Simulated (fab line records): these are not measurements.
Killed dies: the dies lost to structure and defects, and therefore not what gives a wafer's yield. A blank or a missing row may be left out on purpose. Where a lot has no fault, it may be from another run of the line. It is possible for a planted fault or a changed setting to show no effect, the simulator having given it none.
The tool behind it: which one? / flow n5 finfet / Sampling: 24 lots, 72 wafers, 5 of 1938 route steps

WHAT THE GAUGES READ, wafer by wafer
N5_BEOL_M15_CD_MEAS_10: the cd target is 360 nm. Usual: cd nm at 359.7 nm, with a standard deviation of 1.2.
lot=L074; measured=day 11 12:52; on=cd sem-03; cd nm (nm)=360.4 359.5 361.2; flag=
lot=L076; measured=day 12 08:34; on=cd sem-03; cd nm (nm)=360.4 361.6 362.4; flag=
lot=L078; measured=day 12 18:20; on=cd sem-03; cd nm (nm)=360.2 361.4 360.6; flag=
lot=L075; measured=day 13 00:14; on=cd sem-01; cd nm (nm)=359.6 360.2 360.1; flag=
lot=L077; measured=day 13 05:25; on=cd sem-02; cd nm (nm)=359.1 358.6 358.7; flag=
lot=L083; measured=day 13 18:27; on=cd sem-01; cd nm (nm)=359.4 360.9 358.1; flag=
lot=L079; measured=day 14 08:23; on=cd sem-02; cd nm (nm)=359.8 360.2 358.5; flag=
lot=L080; measured=day 14 11:38; on=cd sem-01; cd nm (nm)=359.3 360.4 357.6; flag=
lot=L081; measured=day 14 12:38; on=cd sem-02; cd nm (nm)=360.1 360.4 359.3; flag=
lot=L084; measured=day 14 22:07; on=cd sem-02; cd nm (nm)=357.9 358.9 357.9; flag=
lot=L082; measured=day 14 22:28; on=cd sem-02; cd nm (nm)=362.4 362.2 361.8; flag=
lot=L087; measured=day 15 02:08; on=cd sem-01; cd nm (nm)=361.4 359.4 360.1; flag=
lot=L085; measured=day 15 11:51; on=cd sem-03; cd nm (nm)=360.4 360.2 359.3; flag=
lot=L086; measured=day 15 17:06; on=cd sem-02; cd nm (nm)=357.4 358.9 357.8; flag=
lot=L088; measured=day 15 18:13; on=cd sem-03; cd nm (nm)=361.0 360.9 361.3; flag=
lot=L090; measured=day 15 21:34; on=cd sem-03; cd nm (nm)=360.8 360.1 359.4; flag=
lot=L089; measured=day 16 05:41; on=cd sem-02; cd nm (nm)=360.7 360.4 360.6; flag=
lot=L092; measured=day 16 21:53; on=cd sem-01; cd nm (nm)=361.5 361.4 360.0; flag=
lot=L091; measured=day 17 00:28; on=cd sem-03; cd nm (nm)=361.1 359.7 360.5; flag=
lot=L093; measured=day 17 01:27; on=cd sem-01; cd nm (nm)=360.5 358.6 359.0; flag=
lot=L096; measured=day 17 03:37; on=cd sem-03; cd nm (nm)=358.8 358.5 358.6; flag=
lot=L095; measured=day 17 08:59; on=cd sem-02; cd nm (nm)=359.3 359.5 360.0; flag=
lot=L094; measured=day 17 09:09; on=cd sem-02; cd nm (nm)=358.5 358.8 358.9; flag=
lot=L097; measured=day 18 12:04; on=cd sem-03; cd nm (nm)=360.6 360.6 358.0; flag=

N5_BEOL_M15_CD_MEAS_17: the cd target is 360 nm. Usual: cd nm at 360.8 nm, with a standard deviation of 1.5.
lot=L074; measured=day 11 13:27; on=cd sem-03; cd nm (nm)=361.1 360.2 362.1; flag=
lot=L076; measured=day 12 09:09; on=cd sem-01; cd nm (nm)=361.2 363.3 362.2; flag=
lot=L078; measured=day 12 18:55; on=cd sem-03; cd nm (nm)=360.9 363.5 360.6; flag=
lot=L075; measured=day 13 00:49; on=cd sem-02; cd nm (nm)=360.9 361.0 361.7; flag=
lot=L077; measured=day 13 06:01; on=cd sem-02; cd nm (nm)=360.4 359.6 362.2; flag=
lot=L083; measured=day 13 19:02; on=cd sem-02; cd nm (nm)=359.6 361.4 359.3; flag=
lot=L079; measured=day 14 08:58; on=cd sem-02; cd nm (nm)=360.8 359.6 359.7; flag=
lot=L080; measured=day 14 12:14; on=cd sem-03; cd nm (nm)=361.1 362.0 359.5; flag=
lot=L081; measured=day 14 13:23; on=cd sem-03; cd nm (nm)=361.6 360.3 359.6; flag=
lot=L084; measured=day 14 22:42; on=cd sem-01; cd nm (nm)=357.9 360.9 359.4; flag=
lot=L082; measured=day 14 23:05; on=cd sem-03; cd nm (nm)=363.5 363.0 362.7; flag=
lot=L087; measured=day 15 03:01; on=cd sem-03; cd nm (nm)=362.5 360.6 361.3; flag=
lot=L085; measured=day 15 12:33; on=cd sem-03; cd nm (nm)=361.9 362.5 360.9; flag=
lot=L086; measured=day 15 17:41; on=cd sem-01; cd nm (nm)=359.4 358.8 360.4; flag=
lot=L088; measured=day 15 18:48; on=cd sem-03; cd nm (nm)=362.4 361.7 361.3; flag=
lot=L090; measured=day 15 22:09; on=cd sem-03; cd nm (nm)=363.1 362.0 361.7; flag=
lot=L089; measured=day 16 06:16; on=cd sem-03; cd nm (nm)=363.3 363.5 362.8; flag=
lot=L092; measured=day 16 22:28; on=cd sem-03; cd nm (nm)=362.4 363.4 361.9; flag=
lot=L091; measured=day 17 01:08; on=cd sem-03; cd nm (nm)=362.4 361.3 362.7; flag=
lot=L093; measured=day 17 02:02; on=cd sem-03; cd nm (nm)=359.7 358.5 359.7; flag=
lot=L096; measured=day 17 04:12; on=cd sem-02; cd nm (nm)=360.1 358.0 358.8; flag=
lot=L095; measured=day 17 09:38; on=cd sem-03; cd nm (nm)=361.2 360.3 361.6; flag=
lot=L094; measured=day 17 10:03; on=cd sem-02; cd nm (nm)=360.1 359.8 360.9; flag=
lot=L097; measured=day 18 12:53; on=cd sem-01; cd nm (nm)=360.5 360.2 358.6; flag=

WHAT TOOL EACH LOT RAN ON (gives the tool, then ch and the chambers of the sampled wafers, and finally the start)
lot=L074; N5_BEOL_M14_DEGAS_41=pvd sputter-02, day 11 10:48; N5_BEOL_M14_SPUTTER_44=pvd sputter-02, day 11 10:58; N5_BEOL_M15_STRIP_64=rie diel-05 ch 0,1, day 11 13:27 or earlier
lot=L076; N5_BEOL_M14_DEGAS_41=pvd sputter-02, day 12 06:25; N5_BEOL_M14_SPUTTER_44=pvd sputter-02, day 12 06:34; N5_BEOL_M15_STRIP_64=rie diel-05 ch 0,1,2, day 12 09:09 or earlier
lot=L078; N5_BEOL_M14_DEGAS_41=pvd sputter-01, day 12 16:11; N5_BEOL_M14_SPUTTER_44=pvd sputter-01, day 12 16:21; N5_BEOL_M15_STRIP_64=rie diel-05 ch 0,2,3, day 12 18:55 or earlier
lot=L075; N5_BEOL_M14_DEGAS_41=pvd sputter-02, day 12 22:13; N5_BEOL_M14_SPUTTER_44=pvd sputter-02, day 12 22:22; N5_BEOL_M15_STRIP_64=rie diel-02 ch 0,1, day 13 00:49 or earlier
lot=L077; N5_BEOL_M14_DEGAS_41=pvd sputter-01, day 13 02:43; N5_BEOL_M14_SPUTTER_44=pvd sputter-01, day 13 02:52; N5_BEOL_M15_STRIP_64=rie diel-04 ch 1,2,3, day 13 06:01 or earlier
lot=L083; N5_BEOL_M14_DEGAS_41=pvd sputter-01, day 13 16:12; N5_BEOL_M14_SPUTTER_44=pvd sputter-01, day 13 16:22; N5_BEOL_M15_STRIP_64=rie diel-05 ch 0,1, day 13 19:02 or earlier
lot=L079; N5_BEOL_M14_DEGAS_41=pvd sputter-02, day 14 06:22; N5_BEOL_M14_SPUTTER_44=pvd sputter-02, day 14 06:32; N5_BEOL_M15_STRIP_64=rie diel-02 ch 1,3, day 14 08:58 or earlier
lot=L080; N5_BEOL_M14_DEGAS_41=pvd sputter-03, day 14 08:53; N5_BEOL_M14_SPUTTER_44=pvd sputter-03, day 14 09:02; N5_BEOL_M15_STRIP_64=rie diel-02 ch 0,1,2, day 14 12:14 or earlier
lot=L081; N5_BEOL_M14_DEGAS_41=pvd sputter-01, day 14 10:38; N5_BEOL_M14_SPUTTER_44=pvd sputter-01, day 14 10:48; N5_BEOL_M15_STRIP_64=rie diel-02 ch 0,1, day 14 13:23 or earlier
lot=L084; N5_BEOL_M14_DEGAS_41=pvd sputter-02, day 14 19:31; N5_BEOL_M14_SPUTTER_44=pvd sputter-02, day 14 19:41; N5_BEOL_M15_STRIP_64=rie diel-02 ch 0,1,2, day 14 22:42 or earlier
lot=L082; N5_BEOL_M14_DEGAS_41=pvd sputter-02, day 14 20:07; N5_BEOL_M14_SPUTTER_44=pvd sputter-02, day 14 20:17; N5_BEOL_M15_STRIP_64=rie diel-05 ch 2,3, day 14 23:05 or earlier
lot=L087; N5_BEOL_M14_DEGAS_41=pvd sputter-02, day 14 23:38; N5_BEOL_M14_SPUTTER_44=pvd sputter-02, day 14 23:48; N5_BEOL_M15_STRIP_64=rie diel-02 ch 0,1,2, day 15 03:01 or earlier
lot=L085; N5_BEOL_M14_DEGAS_41=pvd sputter-02, day 15 09:49; N5_BEOL_M14_SPUTTER_44=pvd sputter-02, day 15 09:58; N5_BEOL_M15_STRIP_64=rie diel-04 ch 0,2,3, day 15 12:33 or earlier
lot=L086; N5_BEOL_M14_DEGAS_41=pvd sputter-03, day 15 15:04; N5_BEOL_M14_SPUTTER_44=pvd sputter-03, day 15 15:13; N5_BEOL_M15_STRIP_64=rie diel-05 ch 0,3, day 15 17:41 or earlier
lot=L088; N5_BEOL_M14_DEGAS_41=pvd sputter-01, day 15 15:53; N5_BEOL_M14_SPUTTER_44=pvd sputter-01, day 15 16:02; N5_BEOL_M15_STRIP_64=rie diel-04 ch 1,2,3, day 15 18:48 or earlier
lot=L090; N5_BEOL_M14_DEGAS_41=pvd sputter-03, day 15 19:41; N5_BEOL_M14_SPUTTER_44=pvd sputter-03, day 15 19:50; N5_BEOL_M15_STRIP_64=rie diel-04 ch 1,2,3, day 15 22:09 or earlier
lot=L089; N5_BEOL_M14_DEGAS_41=pvd sputter-03, day 16 03:47; N5_BEOL_M14_SPUTTER_44=pvd sputter-03, day 16 03:57; N5_BEOL_M15_STRIP_64=rie diel-02 ch 0,2,3, day 16 06:16 or earlier
lot=L092; N5_BEOL_M14_DEGAS_41=pvd sputter-03, day 16 19:41; N5_BEOL_M14_SPUTTER_44=pvd sputter-03, day 16 19:50; N5_BEOL_M15_STRIP_64=rie diel-04 ch 2,3, day 16 22:28 or earlier
lot=L091; N5_BEOL_M14_DEGAS_41=pvd sputter-01, day 16 22:34; N5_BEOL_M14_SPUTTER_44=pvd sputter-01, day 16 22:43; N5_BEOL_M15_STRIP_64=rie diel-05 ch 0,2, day 17 01:08 or earlier
lot=L093; N5_BEOL_M14_DEGAS_41=pvd sputter-03, day 16 23:34; N5_BEOL_M14_SPUTTER_44=pvd sputter-03, day 16 23:43; N5_BEOL_M15_STRIP_64=rie diel-05 ch 0,1,2, day 17 02:02 or earlier
lot=L096; N5_BEOL_M14_DEGAS_41=pvd sputter-02, day 17 01:39; N5_BEOL_M14_SPUTTER_44=pvd sputter-02, day 17 01:49; N5_BEOL_M15_STRIP_64=rie diel-05 ch 0,1,2, day 17 04:12 or earlier
lot=L095; N5_BEOL_M14_DEGAS_41=pvd sputter-03, day 17 06:52; N5_BEOL_M14_SPUTTER_44=pvd sputter-03, day 17 07:01; N5_BEOL_M15_STRIP_64=rie diel-02 ch 2,3, day 17 09:38 or earlier
lot=L094; N5_BEOL_M14_DEGAS_41=pvd sputter-02, day 17 06:52; N5_BEOL_M14_SPUTTER_44=pvd sputter-02, day 17 07:02; N5_BEOL_M15_STRIP_64=rie diel-02 ch 2,3, day 17 10:03 or earlier
lot=L097; N5_BEOL_M14_DEGAS_41=pvd sputter-03, day 18 09:18; N5_BEOL_M14_SPUTTER_44=pvd sputter-03, day 18 09:28; N5_BEOL_M15_STRIP_64=rie diel-04 ch 0,2, day 18 12:53 or earlier
- N5_BEOL_M14_DEGAS_41: time 60 s.
- N5_BEOL_M14_SPUTTER_44: material Ta, target thk 15 nm, time 24.19 s.
- N5_BEOL_M15_STRIP_64: strips in O2.

AS READ BY THE TOOLS THEMSELVES (means over the sampled wafers that have a number; for cases with no such wafer, the mark the record gives instead)
N5_BEOL_M14_DEGAS_41. Usual: heater power w at 440 W, with a standard deviation of 37.
lot=L074; tool=pvd sputter-02; heater power w (W)=447; flag=
lot=L076; tool=pvd sputter-02; heater power w (W)=445; flag=
lot=L078; tool=pvd sputter-01; heater power w (W)=401; flag=
lot=L075; tool=pvd sputter-02; heater power w (W)=447; flag=
lot=L077; tool=pvd sputter-01; heater power w (W)=377; flag=
lot=L083; tool=pvd sputter-01; heater power w (W)=395; flag=
lot=L079; tool=pvd sputter-02; heater power w (W)=457; flag=
lot=L080; tool=pvd sputter-03; heater power w (W)=430; flag=
lot=L081; tool=pvd sputter-01; heater power w (W)=389; flag=
lot=L084; tool=pvd sputter-02; heater power w (W)=456; flag=
lot=L082; tool=pvd sputter-02; heater power w (W)=460; flag=
lot=L087; tool=pvd sputter-02; heater power w (W)=456; flag=
lot=L085; tool=pvd sputter-02; heater power w (W)=496; flag=
lot=L086; tool=pvd sputter-03; heater power w (W)=444; flag=
lot=L088; tool=pvd sputter-01; heater power w (W)=398; flag=
lot=L090; tool=pvd sputter-03; heater power w (W)=467; flag=
lot=L089; tool=pvd sputter-03; heater power w (W)=471; flag=
lot=L092; tool=pvd sputter-03; heater power w (W)=435; flag=
lot=L091; tool=pvd sputter-01; heater power w (W)=399; flag=
lot=L093; tool=pvd sputter-03; heater power w (W)=448; flag=
lot=L096; tool=pvd sputter-02; heater power w (W)=461; flag=
lot=L095; tool=pvd sputter-03; heater power w (W)=431; flag=
lot=L094; tool=pvd sputter-02; heater power w (W)=461; flag=
lot=L097; tool=pvd sputter-03; heater power w (W)=449; flag=

N5_BEOL_M14_SPUTTER_44. Usual: throttle valve pct at 29.5 %, with a standard deviation of 0.74.
lot=L074; tool=pvd sputter-02; throttle valve pct (%)=29.3; flag=
lot=L076; tool=pvd sputter-02; throttle valve pct (%)=29.1; flag=
lot=L078; tool=pvd sputter-01; throttle valve pct (%)=29.7; flag=
lot=L075; tool=pvd sputter-02; throttle valve pct (%)=29.3; flag=
lot=L077; tool=pvd sputter-01; throttle valve pct (%)=29.3; flag=
lot=L083; tool=pvd sputter-01; throttle valve pct (%)=29.6; flag=
lot=L079; tool=pvd sputter-02; throttle valve pct (%)=29.6; flag=
lot=L080; tool=pvd sputter-03; throttle valve pct (%)=30.0; flag=
lot=L081; tool=pvd sputter-01; throttle valve pct (%)=29.2; flag=
lot=L084; tool=pvd sputter-02; throttle valve pct (%)=29.9; flag=
lot=L082; tool=pvd sputter-02; throttle valve pct (%)=29.7; flag=
lot=L087; tool=pvd sputter-02; throttle valve pct (%)=29.8; flag=
lot=L085; tool=pvd sputter-02; throttle valve pct (%)=28.8; flag=
lot=L086; tool=pvd sputter-03; throttle valve pct (%)=29.4; flag=
lot=L088; tool=pvd sputter-01; throttle valve pct (%)=30.0; flag=
lot=L090; tool=pvd sputter-03; throttle valve pct (%)=30.0; flag=
lot=L089; tool=pvd sputter-03; throttle valve pct (%)=29.7; flag=
lot=L092; tool=pvd sputter-03; throttle valve pct (%)=30.0; flag=
lot=L091; tool=pvd sputter-01; throttle valve pct (%)=30.0; flag=
lot=L093; tool=pvd sputter-03; throttle valve pct (%)=29.8; flag=
lot=L096; tool=pvd sputter-02; throttle valve pct (%)=29.3; flag=
lot=L095; tool=pvd sputter-03; throttle valve pct (%)=29.1; flag=
lot=L094; tool=pvd sputter-02; throttle valve pct (%)=29.8; flag=
lot=L097; tool=pvd sputter-03; throttle valve pct (%)=29.6; flag=

N5_BEOL_M15_STRIP_64. Usual: drypump motor current A 5.7 A, standard deviation 0.5; oes product au 0.79 a.u., standard deviation 0.11; rf vpp V 3.7 V, standard deviation 0.47; showerhead plenum p Torr 2.10 Torr, standard deviation 0.065; throttle valve pct 16.72 %, standard deviation 0.28.
lot=L074; tool=rie diel-05; drypump motor current A (A)=6.3; oes product au (a.u.)=0.69; rf vpp V (V)=3.3; showerhead plenum p Torr (Torr)=2.07; throttle valve pct (%)=16.93; flag=
lot=L076; tool=rie diel-05; drypump motor current A (A)=5.9; oes product au (a.u.)=0.76; rf vpp V (V)=3.6; showerhead plenum p Torr (Torr)=2.06; throttle valve pct (%)=16.70; flag=
lot=L078; tool=rie diel-05; drypump motor current A (A)=5.5; oes product au (a.u.)=0.76; rf vpp V (V)=3.8; showerhead plenum p Torr (Torr)=2.06; throttle valve pct (%)=16.79; flag=
lot=L075; tool=rie diel-02; drypump motor current A (A)=6.0; oes product au (a.u.)=0.75; rf vpp V (V)=3.6; showerhead plenum p Torr (Torr)=2.11; throttle valve pct (%)=16.84; flag=
lot=L077; tool=rie diel-04; drypump motor current A (A)=5.9; oes product au (a.u.)=0.80; rf vpp V (V)=3.8; showerhead plenum p Torr (Torr)=2.13; throttle valve pct (%)=16.79; flag=
lot=L083; tool=rie diel-05; drypump motor current A (A)=6.3; oes product au (a.u.)=0.68; rf vpp V (V)=3.4; showerhead plenum p Torr (Torr)=2.06; throttle valve pct (%)=16.96; flag=
lot=L079; tool=rie diel-02; drypump motor current A (A)=5.5; oes product au (a.u.)=0.81; rf vpp V (V)=3.9; showerhead plenum p Torr (Torr)=2.16; throttle valve pct (%)=16.53; flag=
lot=L080; tool=rie diel-02; drypump motor current A (A)=5.8; oes product au (a.u.)=0.86; rf vpp V (V)=3.5; showerhead plenum p Torr (Torr)=2.12; throttle valve pct (%)=16.52; flag=
lot=L081; tool=rie diel-02; drypump motor current A (A)=5.9; oes product au (a.u.)=0.90; rf vpp V (V)=3.3; showerhead plenum p Torr (Torr)=2.16; throttle valve pct (%)=16.43; flag=
lot=L084; tool=rie diel-02; drypump motor current A (A)=5.8; oes product au (a.u.)=0.85; rf vpp V (V)=3.3; showerhead plenum p Torr (Torr)=2.12; throttle valve pct (%)=16.52; flag=
lot=L082; tool=rie diel-05; drypump motor current A (A)=5.5; oes product au (a.u.)=0.81; rf vpp V (V)=3.7; showerhead plenum p Torr (Torr)=2.05; throttle valve pct (%)=16.61; flag=
lot=L087; tool=rie diel-02; drypump motor current A (A)=5.8; oes product au (a.u.)=0.84; rf vpp V (V)=3.3; showerhead plenum p Torr (Torr)=2.12; throttle valve pct (%)=16.54; flag=
lot=L085; tool=rie diel-04; drypump motor current A (A)=5.8; oes product au (a.u.)=0.77; rf vpp V (V)=4.0; showerhead plenum p Torr (Torr)=2.15; throttle valve pct (%)=16.83; flag=
lot=L086; tool=rie diel-05; drypump motor current A (A)=5.5; oes product au (a.u.)=0.88; rf vpp V (V)=3.6; showerhead plenum p Torr (Torr)=2.06; throttle valve pct (%)=16.72; flag=
lot=L088; tool=rie diel-04; drypump motor current A (A)=5.9; oes product au (a.u.)=0.78; rf vpp V (V)=3.4; showerhead plenum p Torr (Torr)=2.12; throttle valve pct (%)=16.84; flag=
lot=L090; tool=rie diel-04; drypump motor current A (A)=5.9; oes product au (a.u.)=0.77; rf vpp V (V)=3.7; showerhead plenum p Torr (Torr)=2.12; throttle valve pct (%)=16.83; flag=
lot=L089; tool=rie diel-02; drypump motor current A (A)=5.5; oes product au (a.u.)=0.77; rf vpp V (V)=3.4; showerhead plenum p Torr (Torr)=2.07; throttle valve pct (%)=16.79; flag=
lot=L092; tool=rie diel-04; drypump motor current A (A)=5.6; oes product au (a.u.)=0.83; rf vpp V (V)=3.9; showerhead plenum p Torr (Torr)=2.20; throttle valve pct (%)=16.77; flag=
lot=L091; tool=rie diel-05; drypump motor current A (A)=5.4; oes product au (a.u.)=0.89; rf vpp V (V)=3.6; showerhead plenum p Torr (Torr)=2.05; throttle valve pct (%)=16.44; flag=
lot=L093; tool=rie diel-05; drypump motor current A (A)=5.9; oes product au (a.u.)=0.90; rf vpp V (V)=3.8; showerhead plenum p Torr (Torr)=2.05; throttle valve pct (%)=16.44; flag=
lot=L096; tool=rie diel-05; drypump motor current A (A)=5.9; oes product au (a.u.)=0.90; rf vpp V (V)=4.1; showerhead plenum p Torr (Torr)=2.05; throttle valve pct (%)=16.43; flag=
lot=L095; tool=rie diel-02; drypump motor current A (A)=5.1; oes product au (a.u.)=0.68; rf vpp V (V)=3.5; showerhead plenum p Torr (Torr)=2.08; throttle valve pct (%)=16.91; flag=
lot=L094; tool=rie diel-02; drypump motor current A (A)=5.0; oes product au (a.u.)=0.69; rf vpp V (V)=3.5; showerhead plenum p Torr (Torr)=2.08; throttle valve pct (%)=16.90; flag=
lot=L097; tool=rie diel-04; drypump motor current A (A)=5.7; oes product au (a.u.)=0.81; rf vpp V (V)=3.3; showerhead plenum p Torr (Torr)=2.13; throttle valve pct (%)=16.77; flag=

THE ANSWER, worked out from the rows above alone
Rule: a lot counts as off when the mean over its wafers that have a number is more than 3 standard deviations away from the usual mean. Also off: a lot with no number at a reading for which 4 or more lots have one. Any other lot the step has rows for is counted as sound. Order of review: gauges by route order, followed by the tools' own readings, for which a lot's mean as printed above is used. The first step at which some lot is off is used, and at that step the reading that is off furthest; a lot without a number counts as furthest.
Across all readings shown, no lot is off: no conclusion can be drawn from this.

WHAT HAD BEEN PUT IN BY THE SIMULATOR
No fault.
